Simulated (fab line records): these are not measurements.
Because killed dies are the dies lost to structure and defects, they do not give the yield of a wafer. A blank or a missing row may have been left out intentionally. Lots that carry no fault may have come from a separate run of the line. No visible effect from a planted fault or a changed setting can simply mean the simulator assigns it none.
Which tool is to blame? -- flow n5_finfet -- 7 lots with 21 wafers sampled at 2 steps, on a route of 1938 steps

== WHAT EACH GAUGE READ, for each wafer ==
N5_BEOL_M10_INSPECT_58: inspects for defects (darkfield).
lot,measured,on,raw_defect_count
L140,day 10 10:31,defect_inspect-01,60 95 74
L139,day 11 13:37,defect_inspect-02,59 63 61
L142,day 11 20:45,defect_inspect-01,58 75 55
L149,day 13 12:47,defect_inspect-01,97 102 121
L152,day 14 01:04,defect_inspect-02,79 121 97
L155,day 15 08:31,defect_inspect-02,43 36 39
L159,day 15 22:34,defect_inspect-02,65 53 74

== WHICH TOOL RAN EACH LOT (tool, then ch and the chambers of the sampled wafers, then the start) ==
lot,N5_BEOL_M10_ANNEAL_51
L140,"rtp_anneal-01 ch 0, day 10 09:43"
L139,"rtp_anneal-01 ch 0, day 11 12:52"
L142,"rtp_anneal-02 ch 0, day 11 20:02"
L149,"rtp_anneal-02 ch 0, day 13 12:05"
L152,"rtp_anneal-02 ch 0, day 14 00:19"
L155,"rtp_anneal-01 ch 0, day 15 07:46"
L159,"rtp_anneal-02 ch 0, day 15 21:48"
- N5_BEOL_M10_ANNEAL_51: time 90 s.

== THE ANSWER, worked out from the rows above alone ==
Rule: the lots themselves supply what counts as usual. The widest of any qualifying gaps counts: lots, ordered by their means at a reading, are off when they make up no more than a third of the lots, leave a main group of 4 or more, and stand apart from it by 3 or more times the standard deviation of that group's means. The tables above print the reading to a certain number of digits; a main group whose means all agree to those digits is not used. Also off: a lot with no number at a reading for which 4 or more lots have one. All remaining lots with rows at the step are treated as sound.
Nothing can be told from this: no lot is off at any reading shown.

== WHAT WAS PUT IN BY THE SIMULATOR ==
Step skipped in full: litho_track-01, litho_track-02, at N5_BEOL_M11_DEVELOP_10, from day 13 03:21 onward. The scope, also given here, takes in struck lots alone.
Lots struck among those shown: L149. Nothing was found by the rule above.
